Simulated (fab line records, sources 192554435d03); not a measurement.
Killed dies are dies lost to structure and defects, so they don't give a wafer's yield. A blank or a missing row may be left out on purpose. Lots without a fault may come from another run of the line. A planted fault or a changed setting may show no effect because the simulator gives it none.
A struck lot beside a sound one | flow n5_finfet | 37 steps out of a route of 1938
Sound: wafers L739.1, L739.4, L739.6. Struck: wafers L750.1, L750.2. The cause comes at the end.
At each step with rows: each side's tool, then ch and its chambers, then its first start. Under that, the readings that differ: sound wafers | struck wafers | difference of the means | sigmas: that difference in standard deviations of wafers without a fault.
alike: readings whose means differ by less than 2 such deviations, and words and numbers that are the same on both sides. not compared: withheld readings, readings that some wafer has no value for, bounds like >300 that may hide the same value, and numbers for which the record gives no deviation and whose values overlap.
The two part at a step that has a row with sigmas, a row that says differs or no value, or rows on one side only. Numbers that don't overlap but have no deviation are shown without sigmas and don't part them. A reading that every wafer of one side lacks parts them only if that side has two wafers or more.

first, 9 steps without rows for these wafers: N5_BEOL_M6_DESCUM_33 (chemistry O2, time 7 s); N5_BEOL_M6_ETCH_72 (etches underlayer in N2/H2, target depth 6.5 nm, time 5.2 s); N5_BEOL_M6_ETCH_65 (etches SiARC in CF4, target depth 15.6 nm, time 26 s); N5_BEOL_M6_ETCH_66 (etches SOC in N2/H2, target depth 80 nm, overetch 16 nm, time 120 s); N5_BEOL_M6_STRIP_69 (strips in N2/H2); N5_BEOL_M6_STRIP_73 (strips in N2/H2); N5_BEOL_M6_VIA_ETCH_34 (etches SiCOH lowk in C4F6/O2, target depth 126.3 nm, time 50.9 s); N5_BEOL_M6_STRIP_76 (strips in C4F6/O2); N5_BEOL_M6_STRIP_36 (strips in N2/H2).
N5_BEOL_M6_TRENCH_ETCH_37: etches SiCOH lowk in C4F6/O2, target depth 94.435 nm, time 31.5 s.
  sound on rie_diel-01 ch 1,2,3, day 9 05:11; struck on rie_diel-01 ch 2,3, day 12 03:58
  reading                                    | sound             | struck      | difference | sigmas
  run_length_s (s)                           | 53.7 55.2 54.5    | 65.6 64.8   | +10.7      | +23
  model.BEOL_M6.feature_depth_nm (nm)        | 93.2 94.6 93.6    | 123.8 124.6 | +30.4      |
  model.etch.depth_nm (nm)                   | 93.23 94.69 93.63 | 123.8 124.6 | +30.3      |
  model.TiN_of_BEOL_M6_HM_DEP_02.thk_nm (nm) | 17 16.8 17.4      | 16 16.2     | -1         |
  alike: O2_flow_sccm, drypump_motor_current_A, oes_f_703_au, oes_product_au, rf_vpp_V, showerhead_plenum_p_Torr, throttle_valve_pct
  not compared: rf_hours_counter_h
then, 2 steps without rows for these wafers: N5_BEOL_M6_ETCH_41 (etches SiCN in CH3F/O2, target depth 29.7 nm, time 52 s); N5_BEOL_M6_STRIP_80 (strips in N2/H2, time 10 s).
N5_BEOL_M6_OCD_MEAS_38:
  sound on ocd-02, day 9 05:20; struck on ocd-01, day 12 04:07
  reading              | sound          | struck      | difference | sigmas
  trench_depth_nm (nm) | 92.8 94.7 93.7 | 124.3 124.4 | +30.6      | +13
then, 13 steps without rows for these wafers: N5_BEOL_M6_HM_STRIP_39 (strips TiN in peroxide tin strip, target depth 25 nm, time 158 s); N5_BEOL_M6_SRD_40 (time 30 s); N5_BEOL_M6_PRECLEAN_42 (cleans in residue remover, time 60 s); N5_BEOL_M6_SRD_43 (time 30 s); N5_BEOL_M6_CURE_75 (cures SiCOH lowk, time 120 s); N5_BEOL_M6_DEGAS_44 (time 60 s); N5_BEOL_M6_PRE_CLEAN_45 (time 30 s); N5_BEOL_M6_ALD_77 (deposits TaN, target thk 2 nm, pulse time 2 s, purge time 3 s); N5_BEOL_M6_SURFACE_TREAT_79; N5_BEOL_M6_CVD_78 (deposits Co from CCTBA/H2, target thk 2 nm, time 142.3 s); N5_BEOL_M6_SPUTTER_48 (material Cu, target thk 10 nm, time 1.667 s); N5_BEOL_M6_ECD_50 (material Cu, target thk 300 nm); N5_BEOL_M6_ANNEAL_51 (time 90 s).
N5_BEOL_M6_CMP_52: polishes, stops on SiCOH lowk, t overpolish 6.9 s, target thk 80 nm.
  sound on cmp-03 ch 1,3, day 9 08:11; struck on cmp-02 ch 0,1, day 12 06:20
  reading                                | sound          | struck      | difference | sigmas
  model.Cu_of_BEOL_M6_ECD_50.thk_nm (nm) | 77.2 82.6 82.2 | 109.4 110.6 | +29.3      |
  alike: clearing_platen_rpm, motor_current_A, retaining_ring_pressure_frac
N5_BEOL_M6_THK_MEAS_53: measures by xrf.
  sound on film_metro-01, day 9 08:27; struck on film_metro-01, day 12 06:34
  reading     | sound          | struck      | difference | sigmas
  M6_THK (nm) | 76.7 82.1 81.8 | 108.9 109.2 | +28.9      | +10
then, 2 steps without rows for these wafers: N5_BEOL_M6_PRE_CLEAN_55 (time 15 s); N5_BEOL_M6_DEP_56 (deposits SiCN from 3MS/NH3, target thk 10 nm, time 17.5 s).
N5_BEOL_M6_RS_MEAS_57: measures by four-point-probe.
  sound on film_metro-02, day 9 08:35; struck on film_metro-02, day 12 06:41
  reading        | sound             | struck      | difference | sigmas
  M6_RS (ohm/sq) | 0.298 0.275 0.276 | 0.199 0.197 | -0.085     | -7
then, 5 steps without rows for these wafers: N5_BEOL_M7_ILD_DEP_00 (deposits SiCOH lowk from DEMS/porogen, target thk 179.75 nm, time 33.4 s); N5_BEOL_M7_CURE_74 (cures SiCOH lowk, time 240 s); N5_BEOL_M7_PECVD_70 (deposits SiO2 from TEOS/O2, target thk 20 nm, time 22.7 s); N5_BEOL_M7_HM_DEP_02 (deposits TiN, target thk 20 nm); N5_BEOL_M7_COAT_59 (time 60 s, resist thk 100 nm).
-- the record jumps here: 3 days lie between the struck wafers' starts before and after (it left off in module BEOL_M7 and takes up again in module BEOL_M15, whose first step shown is number 1830 of the route) --
N5_BEOL_M15_RC_MEAS_101:
  sound on prober-01 ch 0, day 12 04:14; struck on prober-01 ch 0, day 15 05:24
  reading                   | sound          | struck   | difference | sigmas
  SERP_M6 (ohm/um)          | 14.6 12.3 13.5 | 9.0 10.1 | -3.9       | -5
  SERP_M6_max_site (ohm/um) | 14.7 13.1 13.9 | 9.7 10.4 | -3.8       | -4
  alike: COMB_M10, COMB_M11, COMB_M12, COMB_M13, COMB_M13_max_site, COMB_M14, COMB_M15, COMB_M5, COMB_M7, COMB_M8, COMB_M8_max_site, COMB_M9, SERP_M10, SERP_M11, SERP_M12, SERP_M12_max_site, SERP_M13, SERP_M14, SERP_M5, SERP_M7, SERP_M8, SERP_M9

WHERE THEY PART
First at N5_BEOL_M6_TRENCH_ETCH_37; last, within this record, at N5_BEOL_M15_RC_MEAS_101.

WHY: what the simulator had put in
Process parameter drift: rie_diel-01, from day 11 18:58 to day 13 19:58, at N5_BEOL_M6_TRENCH_ETCH_37. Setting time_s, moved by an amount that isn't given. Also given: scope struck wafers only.
